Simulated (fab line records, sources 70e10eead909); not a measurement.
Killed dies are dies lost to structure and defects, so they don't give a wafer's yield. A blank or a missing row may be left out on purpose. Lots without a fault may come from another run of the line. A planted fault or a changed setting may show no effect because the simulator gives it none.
fab line records | flow nand_harc
record lots=14 wafers=41 last_day=33
route steps=1302 shown P_BONDPAD@352
lots that met no fault: from a run of the same line without faults
start_h: hours from the record's first day to the start of the lot's first wafer shown | wait_h: hours since the lot's step before | " the same as in the row above | L1.1+2: a row that stands for several wafers | - no value, or no start given | * or withheld: withheld | < > ~ a bound
route shown NAME@n: a module of which the file shows steps, and the number in the route of the first | usual: mean/standard deviation of fault-free wafers | same: alike in all rows | chamber/n: place in a boat | sites: the reading at each site | _std_site: their standard deviation | _edge_site: outer sites' mean less inner sites' | radius_mm: how far each site lies from the wafer's centre | mask NAME#n: copy n | behind: the tool/chamber that last shaped the wafer | hold: why the lot was held/for how many hours/how that ended | device: the transistor (n, p or np) that didn't switch | end of line: the same wafers' tests at the end of the route | a step without rows: its recipe alone | killed: dies lost to structure and defects at the first sort, not the wafer's yield | map: a wafer's dies, x killed, . not, _ none there
set.NAME: the setting as run; set.NAME@STEP: as run at that earlier step | model.NAME: the simulator's own value behind a step, which no gauge read
steps of the route over a sample of lots; a table a step, a row a wafer
services: from which hour (start_h, from the record's first day; less than 0 if before it) a tool's chamber was out of use, for how many hours, and why
## steps
# step NHARC_P_BONDPAD_CMP_32
# recipe target_thk_nm=200 material=SiCN
# usual motor_current_A=11.7/1.1 slurry_filter_dp_kPa=13.50/0.14
# columns lot.wafer tool chamber start_h wait_h motor_current_A slurry_filter_dp_kPa
L401.4 cmp-03 3 129.09 - 12.5 13.52
L401.2 " 0 " " 12.5 13.28
L401.1 " 1 " " 11.5 13.47
L402.2 cmp-04 1 144.53 - 11.9 13.42
L402.5 " 3 " " 14.6 13.54
L402.6 " 0 " " 12.6 13.49
L403.1 cmp-03 1 147.90 - 10.6 13.49
L403.2 " 2 " " 11.1 13.63
L403.5 " 1 " " 10.7 13.76
L404.2 cmp-04 1 163.22 - 11.8 13.56
L404.3 " 2 " " 10.9 13.22
L404.6 " 3 " " 14.1 13.66
L405.1 cmp-03 3 172.37 - 13.4 13.58
L405.3 " 0 " " 12.2 13.42
L405.5 " 3 " " 13.4 13.38
L406.2 cmp-01 3 182.63 - 10.2 13.20
L406.5 " 2 " " 11.3 13.66
L406.6 " 3 " " 10.5 13.59
L411.2 cmp-03 2 244.64 - 10.6 13.33
L411.3 " 3 " " 13.4 13.64
L411.5 " 2 " " 10.8 13.55
L412.3 cmp-01 2 245.14 - 11.2 13.19
L412.1 " 0 " " 11.2 13.52
L418.4 cmp-04 3 306.10 - 14.5 13.61
L418.3 " 0 " " 13.4 13.46
L418.6 " 2 " " 10.7 13.22
L420.1 cmp-03 0 318.01 - 12.4 13.27
L420.2 " 1 " " 11.0 13.43
L420.3 " 2 " " 10.9 13.64
L421.1 cmp-03 1 328.63 0.5 10.9 13.54
L421.4 " 2 " " 11.0 13.42
L421.2 " 3 " " 12.5 13.30
L422.2 cmp-04 3 341.75 - 13.3 13.40
L422.3 " 2 " " 11.2 13.56
L422.6 " 3 " " 13.8 13.51
L423.1 cmp-01 0 356.26 - 11.7 13.53
L423.2 " 1 " " 11.3 13.45
L423.6 " 3 " " 10.6 13.32
L424.3 cmp-03 0 364.16 - 12.5 13.79
L424.2 " 3 " " 12.6 13.66
L424.6 " 1 " " 10.9 13.47
# step NHARC_P_BONDPAD_OVL_MEAS_38
# usual overlay_x_nm=2/6.1 overlay_y_nm=0/5.7
# columns lot.wafer tool chamber start_h wait_h overlay_x_nm overlay_y_nm
L401.1 overlay-01 - 130.00 - 1 14
L401.2 " - " " 2 15
L401.4 " - " " 2 15
L402.2 overlay-02 - 145.39 - 1 -10
L402.5 " - " " 1 -9
L402.6 " - " " 1 -10
L403.1 overlay-01 - 148.81 - 11 5
L403.2 " - " " 12 5
L403.5 " - " " 12 5
L404.2 overlay-01 - 163.95 - 2 2
L404.3 " - " " 2 1
L404.6 " - " " 2 1
L405.1 overlay-02 - 173.30 - -4 -9
L405.3 " - " " -4 -9
L405.5 " - " " -4 -10
L406.2 overlay-01 - 183.38 - 6 4
L406.5 " - " " 6 3
L406.6 " - " " 5 4
L411.2 overlay-01 - 245.52 - 10 -1
L411.3 " - " " 9 -2
L411.5 " - " " 9 -1
L412.1 overlay-01 - 246.02 - 1 -1
L412.3 " - " " 1 -1
L418.3 overlay-01 - 306.98 - 10 3
L418.4 " - " " 10 4
L418.6 " - " " 10 3
L420.1 overlay-01 - 319.90 - -6 3
L420.2 " - " " -7 3
L420.3 " - " " -7 3
L421.1 overlay-02 - 329.41 - -4 -1
L421.2 " - " " -5 -1
L421.4 " - " " -5 -1
L422.2 overlay-02 - 342.66 - -3 -3
L422.3 " - " " -3 -4
L422.6 " - " " -4 -4
L423.1 overlay-01 - 357.01 - 7 -1
L423.2 " - " " 8 0
L423.6 " - " " 7 0
L424.2 overlay-02 - 364.94 - 2 0
L424.3 " - " " 2 0
L424.6 " - " " 2 0
# step NHARC_P_BONDPAD_ETCH_37
# recipe target_depth_a=600 overetch_a=180 time_s=65.91 ion_energy_ev=200 n2_flow_sccm=150 h2_flow_sccm=150 ar_flow_sccm=0 rf_w=400 bias_w=150 chemistry=N2/H2
# usual bias_w=150.0/0.44 drypump_motor_current_A=5.7/0.39 oes_product_au=1.001/0.011 rf_vpp_V=429.8/2.4 run_length_s=87.1/0.43 showerhead_plenum_p_Torr=2.02/0.085 throttle_valve_pct=14.171/0.0096
# columns lot.wafer tool chamber start_h wait_h bias_w drypump_motor_current_A oes_product_au rf_hours_counter_h rf_vpp_V run_length_s showerhead_plenum_p_Torr throttle_valve_pct
L401.4 rie_diel-13 3 130.21 0.1 149.9 6.8 1.004 6.6 430.9 86.9 2.05 14.182
L401.2 " 0 " " 150.6 5.5 0.993 7.8 430.4 87.8 2.05 14.193
L401.1 " 2 " " 149.6 5.8 1.003 8.6 426.8 87.6 1.94 14.169
L402.2 rie_diel-13 2 145.62 0.1 150.2 5.8 1.012 9.8 428.0 87.8 1.94 14.154
L402.5 " 3 " " 149.9 6.8 1.015 - 429.7 87.0 2.05 14.170
L402.6 " 0 " " 151.0 5.5 0.996 - 429.7 87.7 2.05 14.181
L403.1 rie_diel-02 3 149.04 0.1 149.5 5.6 1.003 1.8 431.6 87.3 2.07 14.176
L403.2 " 0 " " 149.7 5.5 1.011 1.8 432.2 86.4 2.12 14.150
L403.5 " 1 " " 150.5 6.1 0.978 - 427.5 86.5 1.91 14.156
L404.2 rie_diel-02 3 164.16 0.1 150.2 5.6 1.019 2.0 430.9 87.7 2.07 14.172
L404.3 " 2 " " 149.4 5.5 1.007 2.2 428.6 87.3 1.98 14.185
L404.6 " 0 " " 149.7 5.4 1.015 - 432.8 87.0 2.12 14.175
L405.1 rie_diel-07 3 173.52 0.1 150.5 5.7 1.000 2.4 428.4 87.2 1.92 14.161
L405.3 " 0 " " 150.4 6.0 0.998 2.4 429.2 87.2 1.97 14.181
L405.5 " 2 " " 149.3 5.2 0.997 - 430.1 86.9 2.04 14.164
L406.2 rie_diel-07 3 183.60 0.1 150.1 5.7 1.004 3.7 427.3 87.1 1.92 14.187
L406.6 " 1 " " 151.0 6.3 1.002 - 433.6 87.2 2.20 14.169
L406.5 " 2 " " 149.6 5.2 0.998 - 430.6 87.0 2.04 14.158
L411.2 rie_diel-07 2 245.73 0.1 149.7 5.2 0.996 7.0 430.1 86.8 2.04 14.174
L411.3 " 0 " " - 6.0 0.987 6.6 430.3 67.1 1.97 14.180
L411.5 " 2 " " 150.5 5.2 0.997 - 430.9 86.9 2.04 14.172
L412.1 rie_diel-07 2 246.23 0.1 150.5 5.2 1.005 7.1 430.9 87.0 2.04 14.181
L412.3 " 1 " " - 6.3 0.998 6.8 434.4 67.0 2.20 14.161
L418.3 rie_diel-02 0 307.19 0.1 149.6 5.5 1.007 2.9 432.9 86.8 2.12 14.162
L418.4 " 3 " " 149.9 5.6 1.023 3.1 431.4 87.4 2.07 14.178
L418.6 " 0 " " 149.5 5.5 1.010 - 432.6 86.7 2.12 14.163
L420.2 rie_diel-02 0 320.12 0.1 150.3 5.5 1.004 3.1 432.8 86.4 2.12 14.169
L420.1 " 2 " " 149.8 5.4 0.995 3.5 428.7 87.2 1.97 14.178
L420.3 " 3 " " 150.7 5.6 1.002 3.3 432.4 87.6 2.07 14.188
L421.4 rie_diel-07 3 329.62 0.1 150.1 5.7 0.982 2.6 427.0 87.2 1.92 14.156
L421.1 " 0 " " 150.2 6.0 0.983 2.0 428.9 87.5 1.97 14.159
L421.2 " 1 " " 151.0 6.3 1.000 1.9 433.6 87.0 2.20 14.181
L422.2 rie_diel-02 1 342.87 0.1 150.4 6.1 0.997 4.1 427.4 86.3 1.91 14.158
L422.3 " 2 " " 149.7 5.5 1.001 4.1 427.5 87.4 1.97 14.160
L422.6 " 1 " " 150.0 6.1 0.991 - 425.7 86.5 1.91 14.172
L423.1 rie_diel-02 3 357.23 0.1 149.5 5.6 1.029 4.1 430.9 87.6 2.07 14.166
L423.2 " 0 " " 149.5 5.5 1.004 4.2 432.6 86.6 2.12 14.160
L423.6 " 2 " " 150.6 5.4 0.991 - 427.8 87.3 1.97 14.167
L424.2 rie_diel-07 0 365.15 0.1 149.3 6.0 0.977 3.5 427.6 87.3 1.97 14.182
L424.3 " 1 " " 149.4 6.3 0.983 3.3 434.1 87.2 2.20 14.177
L424.6 " 0 " " 149.6 6.0 0.979 - 427.6 87.7 1.97 14.176
# step NHARC_P_BONDPAD_ANNEAL_28
# recipe temp_c=225 time_s=90
# usual wafer_temp_C_max=226.1/0.35
# same time_s=90
# columns lot.wafer tool chamber start_h wait_h wafer_temp_C_max
L401.1 rtp_anneal-02 0 131.81 0.3 226.0
L401.2 " 0 " " 225.9
L401.4 " 0 " " 225.7
L402.2 rtp_anneal-02 0 147.25 0.3 225.6
L402.5 " 0 " " 226.0
L402.6 " 0 " " 225.9
L403.1 rtp_anneal-02 0 150.62 0.3 225.5
L403.2 " 0 " " 225.7
L403.5 " 0 " " 225.5
L404.2 rtp_anneal-01 0 166.26 0.3 226.2
L404.3 " 0 " " 225.9
L404.6 " 0 " " 226.1
L405.1 rtp_anneal-01 0 175.10 0.3 226.6
L405.3 " 0 " " 226.3
L405.5 " 0 " " 226.1
L406.2 rtp_anneal-02 0 185.27 - 225.8
L406.5 " 0 " " 226.2
L406.6 " 0 " " 226.6
L411.2 rtp_anneal-02 0 247.37 0.4 225.7
L411.3 " 0 " " 225.8
L411.5 " 0 " " 225.6
L412.1 rtp_anneal-02 0 247.92 0.3 225.5
L412.3 " 0 " " 226.0
L418.3 rtp_anneal-02 0 308.89 0.3 226.0
L418.4 " 0 " " 225.9
L418.6 " 0 " " 225.8
L420.1 rtp_anneal-02 0 321.84 0.4 226.4
L420.2 " 0 " " 226.1
L420.3 " 0 " " 225.7
L421.1 rtp_anneal-01 0 331.21 0.3 226.6
L421.2 " 0 " " 226.5
L421.4 " 0 " " 226.0
L422.2 rtp_anneal-02 0 344.52 0.3 226.0
L422.3 " 0 " " 225.8
L422.6 " 0 " " 225.6
L423.1 rtp_anneal-01 0 358.81 0.3 226.5
L423.2 " 0 " " 227.2
L423.6 " 0 " " 226.1
L424.2 rtp_anneal-02 0 366.78 - 226.0
L424.3 " 0 " " 225.9
L424.6 " 0 " " 225.5
## services
# columns tool chamber start_h hours kind
cmp-04 - 111.00 4.0 pm
rie_diel-07 3 114.87 3.7 repair
cmp-04 - 115.36 3.3 repair
rie_diel-07 - 117.20 9.0 pm
cmp-01 - 118.44 0.5 repair
rie_diel-07 - 143.23 1.0 repair
cmp-04 - 145.56 0.7 repair
cmp-03 - 162.29 4.0 pm
rie_diel-02 0 174.63 1.2 repair
cmp-03 - 179.15 0.5 repair
rie_diel-02 - 186.42 0.4 repair
rie_diel-07 2 192.85 3.8 repair
cmp-03 - 199.28 0.4 repair
cmp-04 - 209.00 4.0 pm
rie_diel-02 - 216.70 9.0 pm
rie_diel-07 1 229.72 6.6 repair
cmp-03 - 260.29 4.0 pm
rie_diel-07 - 294.20 9.0 pm
cmp-03 - 304.92 0.5 repair
cmp-04 - 307.00 4.0 pm
rie_diel-02 1 331.10 1.5 repair
cmp-03 - 353.47 1.7 repair
cmp-03 - 358.29 4.0 pm
cmp-04 - 364.80 0.2 repair
## key
first_sign step=NHARC_P_BONDPAD_ETCH_37 reading=run_length_s direction=down sigmas=46 usual=* struck=*
effect none on later readings
met_at NHARC_P_BONDPAD_ETCH_37
struck_lots L411,L412
struck_wafers L411.3,L412.3
sort_left_out L411.3,L412.3
not_acting_at NHARC_P_BONDPAD_CMP_32,NHARC_P_BONDPAD_OVL_MEAS_38,NHARC_P_BONDPAD_ANNEAL_28
onset_between 183.60 245.73
fault kind=process_parameter_drift tool=rie_diel-07 chamber=- onset_h=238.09 steps=NHARC_P_BONDPAD_ETCH_37 channel=time_s offset=* shape=step end_h=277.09 scope=struck_wafers_only acts_in=* stated=*
# sort_left_out: the simulated sort isn't trusted on such a fault, so these wafers' sort isn't shown, and their yield isn't known
